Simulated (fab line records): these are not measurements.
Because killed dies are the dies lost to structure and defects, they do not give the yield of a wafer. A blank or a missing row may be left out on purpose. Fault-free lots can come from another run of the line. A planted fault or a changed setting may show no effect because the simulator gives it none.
A struck lot beside a sound one | flow n5Finfet | 21 out of 1938 route steps
Sound: these wafers, L248.3, L248.4, L248.5. The struck wafers were L254.1, L254.3, L254.5. The cause comes at the end.
For every step that has rows: the tool of each side, followed by ch and its chambers, followed by its first start. Under that, the readings that differ: sound wafers | struck wafers | difference of the means | sigmas: that difference in standard deviations of wafers without a fault.
alike: same words and numbers on both sides, and readings whose means sit less than 2 such deviations apart. not compared: any withheld reading, any reading some wafer has no value for, any bound like >300 that may hide the same value, and any number with overlapping values for which the record gives no deviation.
The two part at a step that has a row with sigmas, a row that says differs or no value, or rows on one side only. Numbers that don't overlap but have no deviation are shown without sigmas and don't part them. Lack of a reading on every wafer of one side parts them only where that side has two or more wafers.

first, 9 steps without rows for these wafers: N5_BEOL_M2_CO_CAP_55 (material Co, precursor CCTBA/H2, target thk 2 nm, time 102.1 s); N5_BEOL_M2_PRE_CLEAN_56 (time 15 s); N5_BEOL_M2_DEP_57 (deposits SiCN from 3MS/NH3, target thk 8 nm, time 14 s); N5_BEOL_M3_ILD_DEP_00 (deposits SiOC from DEMS/O2, target thk 79 nm, time 15.3 s); N5_BEOL_M3_PECVD_72 (deposits SiO2 from TEOS/O2, target thk 16 nm, time 18 s); N5_BEOL_M3_HM_DEP_02 (deposits TiN, target thk 20 nm); N5_BEOL_M3_COAT_61 (time 60 s, resist thk 60 nm); N5_BEOL_M3_COAT_62 (time 60 s, resist thk 12 nm); N5_BEOL_M3_COAT_73 (time 60 s, resist thk 5 nm).
N5_BEOL_M3_COAT_05: resist thk 30 nm.
  sound on lithoTrack-04 ch 0, day 9 13:40; struck on lithoTrack-04 ch 0, day 10 21:51
reading                                     | sound                | struck               | difference | sigmas
spinSpeedRpm (rpm)                          | 1502.8 1501.5 1500.3 | 1289.0 1287.9 1289.0 | -212.9     | -99 or more
model.CAR-EUV_of_BEOL_M3_COAT_05.thkNm (nm) | 30 30 30             | 32.4 32.4 32.4       | +2.4       | 
  alike: dispensePressureKPa
then, 7 steps without rows for these wafers: N5_BEOL_M3_EBR_07; N5_BEOL_M3_SOFTBAKE_06 (time 60 s); N5_BEOL_M3_EXPOSE_08 (exposes mask M3); N5_BEOL_M3_PEB_09 (peb time 60 s); N5_BEOL_M3_DEVELOP_10 (develop time 30 s); N5_BEOL_M3_DESCUM_16 (chemistry O2, time 7 s); N5_BEOL_M3_ETCH_74 (etches underlayer in N2/H2, target depth 6.5 nm, time 5.2 s).
N5_BEOL_M3_ETCH_63: etches SiARC in CF4, target depth 15.6 nm, time 26 s.
  sound on rieDiel-05 ch 0,2,3, day 9 14:11; struck on rieDiel-02 ch 0,2,3, day 10 22:17
reading                                     | sound        | struck         | difference | sigmas
model.CAR-EUV_of_BEOL_M3_COAT_05.thkNm (nm) | 11 11.2 11.2 | 13.6 13.6 13.6 | +2.5       | 
  alike: drypumpMotorCurrentA, etchRfOnTimeS, oesProductAu, rfVppV, showerheadPlenumPTorr, throttleValvePct
  not compared: rfHoursCounterH
then, 1 step without rows for these wafers: N5_BEOL_M3_ETCH_64 (etches SOC in N2/H2, target depth 75 nm, overetch 15 nm, time 112.5 s).
N5_BEOL_M4_RC_MEAS_101:
  sound on prober-01 ch 0, day 10 16:52; struck on prober-01 ch 0, day 11 23:21
reading       | sound          | struck         | difference | sigmas
SS_P (mV/dec) | 72.5 71.9 72.1 | 74.0 74.3 74.1 | +2.0       | +2
  alike: DIBL_N, DIBL_P, IOFF_N, IOFF_P, ION_N, ION_P, SS_N, VT_N, VT_P
N5_PASSIVATION_PROBE_49:
  the record has rows for the sound wafers here (prober-01, day 14 23:58) and none for the struck ones

## WHERE THEY PART
At N5_BEOL_M3_COAT_05 first; at N5_PASSIVATION_PROBE_49 last (within this record only).

WHY: whatever the simulator had introduced
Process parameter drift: lithoTrack-04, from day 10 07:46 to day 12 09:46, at N5_BEOL_M3_COAT_05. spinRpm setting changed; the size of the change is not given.
